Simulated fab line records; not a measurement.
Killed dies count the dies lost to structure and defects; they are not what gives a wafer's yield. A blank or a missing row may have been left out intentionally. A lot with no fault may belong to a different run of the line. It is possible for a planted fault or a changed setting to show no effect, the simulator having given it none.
Split-lot trial -- flow n5 finfet -- 21 wafers read from 7 lots, route of 1938 steps

## THE SPLIT
At N5_BEOL_M6_TRENCH_ETCH_37 (etches SiCOH lowk in C4F6/O2, target depth 94.435 nm, time 31.5 s), the setting time s was moved away from the recipe's 31.5 s on 9 of the 21 wafers read, by -20.6% to +17.4%. All remaining wafers had this setting at the recipe value.

## FROM THE SPLIT TO THE READING: what the file shows between them, 11 steps
- N5_BEOL_M6_ETCH_41: etches SiCN in CH3F/O2, target depth 29.7 nm, time 52 s
- N5_BEOL_M6_STRIP_80: strips in N2/H2, time 10 s
- N5_BEOL_M6_OCD_MEAS_38
- N5_BEOL_M6_HM_STRIP_39: strips TiN in peroxide tin strip, target depth 25 nm, time 158 s
- N5_BEOL_M6_SRD_40: time 30 s
- N5_BEOL_M6_ECD_50: material Cu, target thk 300 nm
- N5_BEOL_M6_ANNEAL_51: time 90 s
- N5_BEOL_M6_CMP_52: polishes, stops on SiCOH lowk, t overpolish 6.9 s, target thk 80 nm
- N5_BEOL_M6_THK_MEAS_53: measures by xrf
- N5_BEOL_M6_PRE_CLEAN_55: time 15 s
- N5_BEOL_M6_DEP_56: deposits SiCN from 3MS/NH3, target thk 10 nm, time 17.5 s

## THE READING
At N5_BEOL_M6_RS_MEAS_57, a four-point-probe measurement gives M6_RS in ohm/sq. A value of 0.286 ohm/sq with a standard deviation of 0.0065 ohm/sq is what fault-free wafers of this fab line usually give.

wafer,"tool, chamber at the split","time s as run, s",against the recipe,"M6_RS, ohm/sq",against lot-mates on the recipe
L079.1,"rie diel-02, 2",31.5,recipe,0.284,-
L079.4,"rie diel-02, 3",31.5,recipe,0.286,-
L079.6,"rie diel-02, 1",31.5,recipe,0.291,-
L080.2,"rie diel-06, 1",31.5,recipe,0.286,-
L080.3,"rie diel-06, 2",31.5,recipe,0.277,-
L080.6,"rie diel-06, 1",31.5,recipe,0.287,-
L083.2,"rie diel-02, 1",36.97,+17.4%,0.231,-0.047
L083.3,"rie diel-02, 3",36.97,+17.4%,0.231,-0.047
L083.4,"rie diel-02, 2",31.5,recipe,0.278,-
L086.4,"rie diel-01, 3",29.1,-7.6%,0.308,no lot-mate on the recipe
L086.5,"rie diel-01, 3",29.1,-7.6%,0.318,no lot-mate on the recipe
L086.6,"rie diel-01, 2",29.1,-7.6%,0.317,no lot-mate on the recipe
L088.1,"rie diel-01, 1",31.5,recipe,0.276,-
L088.4,"rie diel-01, 2",25.02,-20.6%,0.391,+0.113
L088.6,"rie diel-01, 3",31.5,recipe,0.279,-
L089.4,"rie diel-01, 2",26.67,-15.3%,0.365,+0.082
L089.5,"rie diel-01, 3",31.5,recipe,0.283,-
L089.6,"rie diel-01, 0",26.67,-15.3%,0.365,+0.082
L094.2,"rie diel-01, 1",31.5,recipe,0.284,-
L094.3,"rie diel-01, 0",31.5,recipe,0.287,-
L094.6,"rie diel-01, 3",29.62,-6.0%,0.305,+0.020

THE FIT
A straight line over all 21 wafers: M6_RS changes by -0.00421 ohm/sq for each +1% of time s; r = -0.97; the points scatter about the line by 0.0098 ohm/sq.
The same after taking each lot's own level away (the mean of its wafers on the recipe; 18 wafers): -0.00422 ohm/sq for each +1%; r = -0.96; scatter 0.012 ohm/sq.
Per that fit: largest time s move, reading shift of 0.087 ohm/sq.
From 0.2775 to 0.2870 ohm/sq: that is the span of the lots' own levels, equal to 1.5 times the standard deviation above.
The two slopes agree, so the slope changes little with the lot-to-lot level.
Check: with one of the wafers moved furthest among these (-20.6%) left out of the fit, the line predicts +0.0838 ohm/sq for it against its lot-mates. It came out at +0.113 ohm/sq against them.

## ADDITIONAL SPLITS CARRIED BY THESE WAFERS
Other splits were also applied to these wafers ahead of the reading. Each is held against what the fit with the lots' levels taken away leaves over:
other split on the same wafers,wafers away from the commonest value,r with M6_RS (lot level and that fit taken away)
N5_BEOL_M5_EXPOSE_08 dose mj,8,-0.47
N5_BEOL_M6_ETCH_61 bias w,9,-0.23

## THE WHOLE CHAIN: every reading that the file lists as answering this split, in the file's order
step,what it does,reading,change (the file's fit),r (the file's)
N5_BEOL_M6_TRENCH_ETCH_37,"etches SiCOH lowk in C4F6/O2, target depth 94.435 nm, time 31.5 s","BEOL_M6.feature depth nm (the simulator's own value, which no gauge read)",+0.935 nm for each +1% of the setting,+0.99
N5_BEOL_M6_TRENCH_ETCH_37,"etches SiCOH lowk in C4F6/O2, target depth 94.435 nm, time 31.5 s","etch.depth nm (the simulator's own value, which no gauge read)",+0.936 nm for each +1% of the setting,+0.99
N5_BEOL_M6_OCD_MEAS_38,,trench depth nm,+0.951 nm for each +1% of the setting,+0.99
N5_BEOL_M6_CMP_52,"polishes, stops on SiCOH lowk, t overpolish 6.9 s, target thk 80 nm","Cu_of_BEOL_M6_ECD_50.thk nm (the simulator's own value, which no gauge read)",+0.935 nm for each +1% of the setting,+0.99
N5_BEOL_M6_THK_MEAS_53,measures by xrf,M6_THK,+0.941 for each +1% of the setting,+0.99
N5_BEOL_M6_RS_MEAS_57,measures by four-point-probe,M6_RS,-0.00456 for each +1% of the setting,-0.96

## THE FILE'S OWN FIT
M6_RS changes by -0.00456 ohm/sq for each +1% of time s, r = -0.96.
